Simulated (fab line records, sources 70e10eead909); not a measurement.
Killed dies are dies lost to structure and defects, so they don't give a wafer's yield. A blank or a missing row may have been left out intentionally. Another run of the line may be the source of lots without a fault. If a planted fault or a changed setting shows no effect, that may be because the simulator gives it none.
Matching of chambers | flow nandHarc | NHARC_P_CONTACT_CMP_24 on cmp-01 has 4 sister chambers
The step polishes, t overpolish 30 s, target thk 200 nm. 4 wafers are shown with their chamber, then 8 later ones without.

## WAFERS WITH THEIR CHAMBER
wafer  | chamber | motorCurrentA (A)
L081.5 | 2       | 12.6
L083.2 | 3       | 11.7
L083.6 | 1       | 10.6
L086.2 | 0       | 10.5

## WAFERS WHOSE CHAMBER IS MISSING
wafer  | motorCurrentA (A)
L086.5 | 11.0
L086.6 | 10.4
L093.1 | 10.9
L093.5 | 12.4
L093.6 | 11.2
L094.1 | 12.8
L094.2 | 11.7
L094.5 | 10.8

## CHAMBER TAKEN BY EACH
wafer  | from the rows above          | in truth
L086.5 | can't be placed: 1 or 0 or 3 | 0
L086.6 | can't be placed: 0 or 1      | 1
L093.1 | can't be placed: 1 or 0 or 3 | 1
L093.5 | can't be placed: 2 or 3      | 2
L093.6 | can't be placed: 3 or 1 or 0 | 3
L094.1 | 2                            | 2
L094.2 | 3                            | 3
L094.5 | can't be placed: 1 or 0      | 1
2 of 8 placed correctly. Not placeable from these rows: 6 (in 6, the candidates include the true chamber). Number placed wrongly: 0.
How it was worked out, from the rows above alone: a wafer's distance from a chamber is the root of the sum, over the readings, of the square of ((its reading less the chamber's mean) divided by the reading's scatter). The wafer belongs to the nearest chamber; if the next one is less than 2 further off, it can't be placed. For every chamber, the mean is computed from those of its wafers that are shown. The scatter (one wafer shown for each chamber): square how far every hidden wafer sits from the nearest shown wafer, average those squares and take the square root.
